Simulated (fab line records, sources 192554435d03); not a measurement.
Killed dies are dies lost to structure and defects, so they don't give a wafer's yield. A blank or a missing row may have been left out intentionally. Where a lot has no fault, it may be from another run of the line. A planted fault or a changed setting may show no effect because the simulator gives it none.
A struck lot beside a sound one	flow n5-finfet	37 steps out of a route of 1938
Sound: the wafers L502.1, L502.3, L502.5. Wafers L499.1, L499.2, L499.6 were the ones struck. Last of all comes the cause.
Per side, at each step with rows, come the tool, then ch with its chambers, and then its first start. Under that, the readings that differ: sound wafers	struck wafers	difference of the means	sigmas: that difference in standard deviations of wafers without a fault.
alike: readings whose means differ by less than 2 such deviations, and words and numbers that are the same on both sides. not compared: withheld readings, readings that some wafer has no value for, bounds like >300 that may hide the same value, and numbers for which the record gives no deviation and whose values overlap.
Wherever a step has rows on one side only, a row that says differs or no value, or a row with sigmas, the two part there. Numbers that have no deviation but don't overlap get no sigmas and don't part them. Lack of a reading on every wafer of one side parts them only where that side has two or more wafers.

first, 9 steps without rows for these wafers: N5_BEOL_M1_DEVELOP_10 (develop time 30 s); N5_BEOL_M1_DESCUM_16 (chemistry O2, time 7 s); N5_BEOL_M1_ETCH_74 (etches underlayer in N2/H2, target depth 6.5 nm, time 5.2 s); N5_BEOL_M1_ETCH_63 (etches SiARC in CF4, target depth 15.6 nm, time 26 s); N5_BEOL_M1_ETCH_64 (etches SOC in N2/H2, target depth 75 nm, overetch 15 nm, time 112.5 s); N5_BEOL_M1_STRIP_65 (strips in N2/H2); N5_BEOL_M1_STRIP_75 (strips in N2/H2); N5_BEOL_M1_STRIP_66 (strips in CF4); N5_BEOL_M1_HM_OPEN_17 (chemistry Cl2/BCl3, target TiN, target depth 20 nm, overetch 6 nm).
N5_BEOL_M1_STRIP_19: strips in O2.
  sound on rie-diel-02 ch 0,3, day 8 08:59; struck on rie-diel-03 ch 0,3, day 7 18:12
  no value came back on the struck wafers for any of 7 readings (bias-power-w (W), chamber-pressure-mTorr (mTorr) and others); on the sound wafers bias-power-w (W) reads 0 0 0
reading	sound	struck	difference	sigmas
model.SOC_of_BEOL_M1_COAT_61.thk-nm (nm)	0 0 0	52.2 52.6 52.4	+52.4	
  not compared: rf-hours-counter-h
then, 14 steps without rows for these wafers: N5_BEOL_M1_COAT_67 (time 60 s, resist thk 60 nm); N5_BEOL_M1_COAT_68 (time 60 s, resist thk 12 nm); N5_BEOL_M1_COAT_76 (time 60 s, resist thk 5 nm); N5_BEOL_M1_COAT_22 (resist thk 30 nm); N5_BEOL_M1_EBR_24; N5_BEOL_M1_SOFTBAKE_23 (time 60 s); N5_BEOL_M1_EXPOSE_25 (exposes mask V0, defocus 5 nm, target cd 24 nm); N5_BEOL_M1_PEB_26 (peb time 60 s); N5_BEOL_M1_DEVELOP_27 (develop time 30 s); N5_BEOL_M1_DESCUM_33 (chemistry O2, time 7 s); N5_BEOL_M1_ETCH_77 (etches underlayer in N2/H2, target depth 6.5 nm, time 5.2 s); N5_BEOL_M1_ETCH_69 (etches SiARC in CF4, target depth 15.6 nm, time 26 s); N5_BEOL_M1_ALD_98 (deposits SiO2, target thk 2.5 nm, pulse time 1 s, co reactant pulse time 1 s); N5_BEOL_M1_ETCHBACK_99 (etches SiO2 in CHF3, target depth 5 nm, time 10.4 s).
N5_BEOL_M1_ETCH_70: etches SOC in N2/H2, target depth 80 nm, overetch 16 nm, time 120 s.
  sound on rie-diel-03 ch 0,2,3, day 8 11:10; struck on rie-diel-03 ch 0,2, day 7 22:44
reading	sound	struck	difference	sigmas
oes-product-au (a.u.)	0.56 0.60 0.54	0.74 0.69 0.73	+0.15	+3
model.etch.depth-nm (nm)	60.16 60.27 60.11	95.78 93.36 94.86	+34.49	
  alike: drypump-motor-current-A, h2-flow-sccm, rf-vpp-V, showerhead-plenum-p-Torr, throttle-valve-pct
  not compared: rf-hours-counter-h
then, 6 steps without rows for these wafers: N5_BEOL_M1_STRIP_71 (strips in N2/H2); N5_BEOL_M1_STRIP_78 (strips in N2/H2); N5_BEOL_M1_VIA_ETCH_34 (etches the open film in C4F6/O2, target depth 67.8 nm, time 64.4 s); N5_BEOL_M1_STRIP_83 (strips in C4F6/O2); N5_BEOL_M1_STRIP_36 (strips in N2/H2); N5_BEOL_M1_TRENCH_ETCH_37 (etches SiOC in C4F6/O2, target depth 55.207 nm, time 29 s).
N5_BEOL_M1_ETCH_41: etches SiCN in CH3F/O2, target depth 31.9 nm, time 57.8 s.
  sound on rie-diel-03 ch 0,2,3; struck on rie-diel-03 ch 0,2
reading	sound	struck	difference	sigmas
model.SOC_of_BEOL_M1_COAT_61.thk-nm (nm)	0 0 0	34.2 34.6 34.4	+34.4	
  alike: drypump-motor-current-A, oes-product-au, rf-vpp-V, showerhead-plenum-p-Torr, throttle-valve-pct
  not compared: rf-hours-counter-h
then, 2 steps without rows for these wafers: N5_BEOL_M1_STRIP_97 (strips in N2/H2, time 10 s); N5_BEOL_M1_HM_STRIP_39 (strips TiN in peroxide tin strip, target depth 25 nm, time 158 s).
N5_BEOL_M1_CD_MEAS_35: target cd 18 nm, target cd y 21 nm.
  struck on cd-sem-01, day 7 23:15; sound on cd-sem-03, day 8 11:40
reading	sound	struck	difference	sigmas
cd-nm (nm)	17.4 18.4 18.2	- - -	no value on the struck wafers	
N5_BEOL_M4_RC_MEAS_101:
  the record has rows for the sound wafers here (prober-02 ch 0, day 10 13:26) and none for the struck ones
-- a jump in the record: the struck wafers' starts before and after are 6 days apart (it breaks off in module BEOL_M4 and resumes in module PASSIVATION, where the first step shown is number 1936 of the route) --
N5_PASSIVATION_PROBE_49:
  struck on prober-02, day 14 08:26; sound on prober-01, day 15 13:19
reading	sound	struck	difference	sigmas
defect-limited-yield (%)	93.2 92.9 95.0	0 0 0	-94	-67
killed_at_M0_to_M3	23 27 22	1102 1125 1116	+1090	+99 or more
killed-dies	80 84 59	1180 1180 1180	+1106	+65
killed-on-rim	11 10 7	152 152 152	+143	+34
sort_bin_5_function (%)	4.4 4.4 2.8	95.8 96.4 96.4	+92.3	+94
sort-n-pass	1100 1096 1121	0 0 0	-1106	-53
sort-yield-pct (%)	93.2 92.9 95.0	0 0 0	-94	-55
  alike: killed_at_M4_up, killed-at-contacts, killed-at-front-end, killed-at-other, killed-open, killed-short, sort_bin_6_memory, sort_bin_8_speed

WHERE THEY PART
Last at N5_PASSIVATION_PROBE_49 as far as this record goes, first at N5_BEOL_M1_STRIP_19.

WHY: whatever the simulator had introduced
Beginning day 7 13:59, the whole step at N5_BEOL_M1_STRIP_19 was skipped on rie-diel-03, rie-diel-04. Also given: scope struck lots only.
